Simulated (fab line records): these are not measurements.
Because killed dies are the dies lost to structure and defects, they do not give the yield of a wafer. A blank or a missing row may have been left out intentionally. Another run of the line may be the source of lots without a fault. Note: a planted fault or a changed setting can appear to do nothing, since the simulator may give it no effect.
Chamber matching | flow n5Finfet | N5_BEOL_M8_ETCH_65 on rieDiel-02: 4 sister chambers
The step etches SiARC in CF4, target depth 15.6 nm, time 26 s. 4 wafers are shown with their chamber, then 9 later ones without.

WAFERS WITH THEIR CHAMBER
wafer  | chamber | showerheadPlenumPTorr (Torr)
L083.3 | 3       | 2.21
L083.4 | 0       | 2.14
L087.4 | 1       | 2.09
L087.5 | 2       | 2.08

WAFERS WHOSE CHAMBER IS MISSING
wafer  | showerheadPlenumPTorr (Torr)
L089.2 | 2.13
L089.3 | 2.08
L089.5 | 2.08
L090.3 | 2.09
L090.4 | 2.21
L090.5 | 2.21
L092.1 | 2.08
L092.2 | 2.13
L092.3 | 2.21

THE CHAMBER EACH PASSED THROUGH
wafer  | from the rows above | in truth
L089.2 | 0                   | 0
L089.3 | 2                   | 2
L089.5 | 2                   | 2
L090.3 | 1                   | 1
L090.4 | 3                   | 3
L090.5 | 3                   | 3
L092.1 | 2                   | 2
L092.2 | 0                   | 0
L092.3 | 3                   | 3
9 of 9 placed correctly. From these rows, 0 cannot be placed. Wrongly placed: 0.
How it was worked out, from the rows above alone: a wafer's distance from a chamber is the root of the sum, over the readings, of the square of ((its reading less the chamber's mean) divided by the reading's scatter). If the next closest chamber is less than 2 further off than the closest, the wafer can't be placed; otherwise it belongs to the closest. The mean given for a chamber averages the wafers shown for that chamber. The scatter: root of mean squared gap, hidden wafer to nearest shown wafer, with one shown wafer a chamber.
